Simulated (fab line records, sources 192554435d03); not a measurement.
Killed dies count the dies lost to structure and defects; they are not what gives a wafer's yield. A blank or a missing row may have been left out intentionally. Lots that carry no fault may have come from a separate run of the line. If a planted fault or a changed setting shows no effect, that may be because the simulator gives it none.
What tool caused it? -- flow n5Finfet -- 10 lots, 27 wafers sampled, at 6 steps of a route of 1938

WHAT THE GAUGES READ, wafer by wafer
N5_BEOL_M15_OVL_MEAS_29.
lot,measured,on,M15_OVL (nm)
L221,day 12 01:11,overlay-01,-3 -4 -2
L226,day 13 06:49,overlay-02,-4 -2 0
L227,day 13 19:40,overlay-01,7 1 5
L228,day 13 22:54,overlay-01,-2 -1
L232,day 14 14:23,overlay-01,-5 1
L234,day 15 21:59,overlay-02,-6 -4
L238,day 16 11:19,overlay-02,-7 -3 -11
L237,day 16 14:26,overlay-01,-10 -2 -3
L240,day 16 20:56,overlay-01,0 -7 -9
L241,day 17 10:27,overlay-01,7 -9 -2

N5_BEOL_M15_THK_MEAS_50: measures by xrf.
lot,measured,on,M15_THK (nm)
L221,day 12 05:40,filmMetro-02,884 864 861
L226,day 13 10:22,filmMetro-02,856 867 878
L227,day 13 22:40,filmMetro-02,861 880 844
L228,day 14 00:56,filmMetro-02,893 772
L232,day 14 17:41,filmMetro-01,794 888
L234,day 16 00:42,filmMetro-02,800 799
L238,day 16 14:16,filmMetro-02,873 884 869
L237,day 16 17:59,filmMetro-02,867 857 875
L240,day 17 02:03,filmMetro-01,876 896 873
L241,day 17 14:40,filmMetro-01,872 864 877

N5_BEOL_M15_RS_MEAS_54: measures by four-point-probe.
lot,measured,on,M15_RS (ohm/sq)
L221,day 12 05:47,filmMetro-01,0.0213 0.0219 0.0219
L226,day 13 10:29,filmMetro-02,0.0218 0.0215 0.0211
L227,day 13 22:48,filmMetro-01,0.0219 0.0214 0.0224
L228,day 14 01:04,filmMetro-01,0.0211 0.0246
L232,day 14 17:49,filmMetro-01,0.0239 0.0214
L234,day 16 00:50,filmMetro-02,0.0234 0.0235
L238,day 16 14:23,filmMetro-01,0.0217 0.0214 0.0217
L237,day 16 18:07,filmMetro-02,0.0217 0.0220 0.0213
L240,day 17 02:11,filmMetro-01,0.0218 0.0214 0.0219
L241,day 17 14:47,filmMetro-02,0.0217 0.0219 0.0215

WHICH TOOL RAN EACH LOT (tool, then ch and the chambers of the sampled wafers, then the start)
lot,N5_BEOL_M15_DESCUM_33,N5_BEOL_M15_TRENCH_ETCH_34,N5_BEOL_M15_SPUTTER_45
L221,"rieDiel-03 ch 0,2,3, day 12 01:15","rieDiel-03 ch 0,2,3, day 12 01:20","pvdSputter-01, day 12 04:43"
L226,"rieDiel-05 ch 0,3, day 13 06:52","rieDiel-05 ch 0,3, day 13 06:57","pvdSputter-03, day 13 08:32"
L227,"rieDiel-05 ch 0,1,3, day 13 19:47","rieDiel-05 ch 0,1,3, day 13 19:52","pvdSputter-03, day 13 21:43"
L228,"rieDiel-05 ch 0,1, day 13 22:58","rieDiel-05 ch 0,1, day 13 23:02","pvdSputter-02, day 13 23:59"
L232,"rieDiel-05 ch 3, day 14 14:27","rieDiel-05 ch 3, day 14 14:32","pvdSputter-03, day 14 16:04"
L234,"rieDiel-05 ch 2, day 15 22:28","rieDiel-05 ch 2, day 15 22:33","pvdSputter-01, day 15 23:29"
L238,"rieDiel-02 ch 1,2, day 16 11:31","rieDiel-02 ch 1,2, day 16 11:36","pvdSputter-03, day 16 13:16"
L237,"rieDiel-02 ch 0,1,3, day 16 14:29","rieDiel-02 ch 0,1,3, day 16 14:35","pvdSputter-01, day 16 16:54"
L240,"rieDiel-03 ch 0,1,2, day 16 21:28","rieDiel-03 ch 0,1,2, day 16 21:32","pvdSputter-02, day 17 00:31"
L241,"rieDiel-03 ch 1,2, day 17 10:44","rieDiel-03 ch 1,2, day 17 10:49","pvdSputter-02, day 17 13:41"
- N5_BEOL_M15_DESCUM_33: chemistry O2, time 7.9 s.
- N5_BEOL_M15_TRENCH_ETCH_34: etches SiO2 in C4F8/O2/Ar, target depth 872.93 nm, time 199 s.
- N5_BEOL_M15_SPUTTER_45: material Cu, target thk 100 nm, time 16.67 s.

WHAT THE TOOLS THEMSELVES READ (means of the sampled wafers that have a number; where no wafer has one, the mark that the record gives instead)
N5_BEOL_M15_DESCUM_33.
lot,tool,drypumpMotorCurrentA (A),oesProductAu (a.u.),rfVppV (V),showerheadPlenumPTorr (Torr),throttleValvePct (%)
L221,rieDiel-03,5.2,0.80,242.6,2.10,20.39
L226,rieDiel-05,5.8,0.79,242.2,2.01,20.57
L227,rieDiel-05,5.6,0.78,242.6,2.06,20.47
L228,rieDiel-05,5.8,0.81,243.9,2.09,20.40
L232,rieDiel-05,5.5,0.70,240.9,1.98,20.63
L234,rieDiel-05,6.3,0.91,245.1,2.24,20.47
L238,rieDiel-02,5.3,0.76,242.5,2.10,20.55
L237,rieDiel-02,5.7,0.79,244.9,2.16,20.27
L240,rieDiel-03,5.2,0.78,242.5,2.10,20.40
L241,rieDiel-03,5.1,0.80,244.0,2.11,20.40

N5_BEOL_M15_TRENCH_ETCH_34.
lot,tool,C4F8_flow_sccm (sccm),drypumpMotorCurrentA (A),oesProductAu (a.u.),rfVppV (V),showerheadPlenumPTorr (Torr),throttleValvePct (%)
L221,rieDiel-03,16.05,5.3,0.79,2198,3.45,30.87
L226,rieDiel-05,16.00,5.8,0.79,2191,3.32,31.11
L227,rieDiel-05,15.96,5.7,0.77,2201,3.39,30.96
L228,rieDiel-05,15.98,5.7,0.81,2214,3.44,30.88
L232,rieDiel-05,16.04,5.5,0.71,2174,3.28,31.14
L234,rieDiel-05,16.02,6.4,0.91,2285,3.64,30.87
L238,rieDiel-02,16.00,5.3,0.75,2196,3.41,30.86
L237,rieDiel-02,16.00,5.7,0.78,2255,3.53,30.64
L240,rieDiel-03,16.06,5.2,0.78,2195,3.45,30.86
L241,rieDiel-03,15.94,5.0,0.80,2196,3.47,30.93

N5_BEOL_M15_SPUTTER_45.
lot,tool,cathodeDcPowerW (W),throttleValvePct (%)
L221,pvdSputter-01,26003,29.7
L226,pvdSputter-03,26002,28.9
L227,pvdSputter-03,25999,30.0
L228,pvdSputter-02,26004,31.1
L232,pvdSputter-03,26008,28.5
L234,pvdSputter-01,26000,29.5
L238,pvdSputter-03,26003,28.8
L237,pvdSputter-01,25999,30.2
L240,pvdSputter-02,26003,30.8
L241,pvdSputter-02,26002,29.9

THE ANSWER, worked out from the rows above alone
Rule: the lots themselves supply what counts as usual. The widest of any qualifying gaps counts: lots, ordered by their means at a reading, are off when they make up no more than a third of the lots, leave a main group of 4 or more, and stand apart from it by 3 or more times the standard deviation of that group's means. A main group whose means are all the same, to the digits that the tables above print for the reading, isn't used. A lot without any number at a reading at which 4 lots or more have one is off too. All remaining lots with rows at the step are treated as sound. Order of review: gauges by route order, followed by the tools' own readings, for which a lot's mean as printed above is used. At the first step where some lot is off, the reading lying furthest off is the one used; lots without a number count as furthest.
Off: L228, L232, L234, at N5_BEOL_M15_THK_MEAS_50 (M15_THK). Mean 870 nm and standard deviation 6.1 in the main group.
If a tool, at a process step before that reading, ran all the lots that are off and no sound lot after the first of them, it fits. Those tools and the gauges at N5_BEOL_M15_THK_MEAS_50 are tried in the same way. One candidate fits, namely rieDiel-05 at N5_BEOL_M15_DESCUM_33 and N5_BEOL_M15_TRENCH_ETCH_34. At N5_BEOL_M15_DESCUM_33 its last sound lot is L227 (day 13 19:47), its first lot that is off L228 (day 13 22:58): a fault that began between those two fits.

WHAT WAS PUT IN BY THE SIMULATOR
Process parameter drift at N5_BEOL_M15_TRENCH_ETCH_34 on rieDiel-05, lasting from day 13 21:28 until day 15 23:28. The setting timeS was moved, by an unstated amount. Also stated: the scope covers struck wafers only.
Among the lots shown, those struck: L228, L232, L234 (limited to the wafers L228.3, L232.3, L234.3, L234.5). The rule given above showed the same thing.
